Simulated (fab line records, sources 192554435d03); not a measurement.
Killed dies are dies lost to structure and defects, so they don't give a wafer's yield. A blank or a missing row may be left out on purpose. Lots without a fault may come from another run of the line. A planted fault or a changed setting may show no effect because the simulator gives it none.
A struck lot beside a sound one | flow n5_finfet | 19 steps out of a route of 1938
Sound: wafers L524.2, L524.4, L524.5. Struck: wafers L540.1, L540.4, L540.5. The cause comes at the end.
At each step with rows: each side's tool, then ch and its chambers, then its first start. Under that, the readings that differ: sound wafers | struck wafers | difference of the means | sigmas: that difference in standard deviations of wafers without a fault.
alike: readings whose means differ by less than 2 such deviations, and words and numbers that are the same on both sides. not compared: withheld readings, readings that some wafer has no value for, bounds like >300 that may hide the same value, and numbers for which the record gives no deviation and whose values overlap.
The two part at a step that has a row with sigmas, a row that says differs or no value, or rows on one side only. Numbers that don't overlap but have no deviation are shown without sigmas and don't part them. A reading that every wafer of one side lacks parts them only if that side has two wafers or more.

first, 2 steps without rows for these wafers: N5_BEOL_M2_STRIP_65 (strips in N2/H2); N5_BEOL_M2_STRIP_75 (strips in N2/H2).
N5_BEOL_M2_STRIP_66: strips in CF4.
  sound on rie_diel-05 ch 0,3, day 8 13:32; struck on rie_diel-02 ch 1,3, day 11 22:30
  alike: drypump_motor_current_A, oes_product_au, rf_vpp_V, showerhead_plenum_p_Torr, throttle_valve_pct
  not compared: rf_hours_counter_h
N5_BEOL_M2_HM_OPEN_17: chemistry Cl2/BCl3, target TiN, target depth 20 nm, overetch 6 nm.
  sound on rie_metal-03 ch 0,1, day 8 13:34; struck on rie_metal-03 ch 0,1, day 11 22:34
  alike: drypump_motor_current_A, mfc_cl2_sccm, oes_product_au, throttle_valve_pct
  not compared: rf_hours_counter_h
N5_BEOL_M2_STRIP_19: strips in O2.
  sound on rie_diel-04 ch 2,3, day 8 13:41; struck on rie_diel-02 ch 0,1, day 11 22:41
  reading               | sound          | struck         | difference | sigmas
  oes_product_au (a.u.) | 0.74 0.69 0.69 | 0.69 0.94 0.94 | +0.15      | +2
  alike: drypump_motor_current_A, rf_vpp_V, showerhead_plenum_p_Torr, throttle_valve_pct
  not compared: rf_hours_counter_h
N5_BEOL_M2_CD_MEAS_18: pitch 36 nm, target cd 18 nm.
  sound on cd_sem-01, day 8 13:45; struck on cd_sem-02, day 11 22:45
  alike: cd_nm
then, 6 steps without rows for these wafers: N5_BEOL_M2_COAT_67 (time 60 s, resist thk 60 nm); N5_BEOL_M2_COAT_68 (time 60 s, resist thk 12 nm); N5_BEOL_M2_COAT_76 (time 60 s, resist thk 5 nm); N5_BEOL_M2_COAT_22 (resist thk 30 nm); N5_BEOL_M2_EBR_24; N5_BEOL_M2_SOFTBAKE_23 (time 60 s).
N5_BEOL_M2_EXPOSE_25: exposes mask V1, defocus 5 nm.
  sound on euv_scanner-01 ch 0, day 8 13:56; struck on euv_scanner-01 ch 0, day 11 23:02
  reading              | sound             | struck            | difference | sigmas
  exposure_dose_mJ_cm2 | 62.85 62.91 62.93 | 67.18 67.23 67.18 | +4.30      | +36
  alike: mask
then, 2 steps without rows for these wafers: N5_BEOL_M2_PEB_26 (peb time 60 s); N5_BEOL_M2_DEVELOP_27 (develop time 30 s).
N5_BEOL_M2_CD_MEAS_28: target cd 26.2 nm, target cd y 24.1 nm.
  sound on cd_sem-01 ch 0, day 8 14:04; struck on cd_sem-03 ch 0, day 11 23:11
  reading    | sound             | struck            | difference | sigmas
  cd_nm (nm) | 26.18 25.93 26.62 | 27.50 27.58 27.58 | +1.31      | +5
N5_BEOL_M2_OVL_MEAS_29:
  sound on overlay-02 ch 0, day 8 14:07; struck on overlay-02 ch 0, day 11 23:13
  alike: V1_OVL
-- the record jumps here: 2 days lie between the struck wafers' starts before and after (it left off in module BEOL_M2 and takes up again in module BEOL_M4, whose first step shown is number 1111 of the route) --
N5_BEOL_M4_RC_MEAS_101:
  sound on prober-02 ch 0, day 10 10:37; struck on prober-02 ch 0, day 14 07:40
  alike: DIBL_N, DIBL_P, IOFF_N, IOFF_P, ION_N, ION_P, SS_N, SS_P, VT_N, VT_P
then, 1 step without rows for these wafers: N5_PASSIVATION_PROBE_49.

WHERE THEY PART
First at N5_BEOL_M2_STRIP_19; last, within this record, at N5_BEOL_M2_CD_MEAS_28. Later steps at which nothing parts them and some readings are alike: N5_BEOL_M2_OVL_MEAS_29, N5_BEOL_M4_RC_MEAS_101.

WHY: what the simulator had put in
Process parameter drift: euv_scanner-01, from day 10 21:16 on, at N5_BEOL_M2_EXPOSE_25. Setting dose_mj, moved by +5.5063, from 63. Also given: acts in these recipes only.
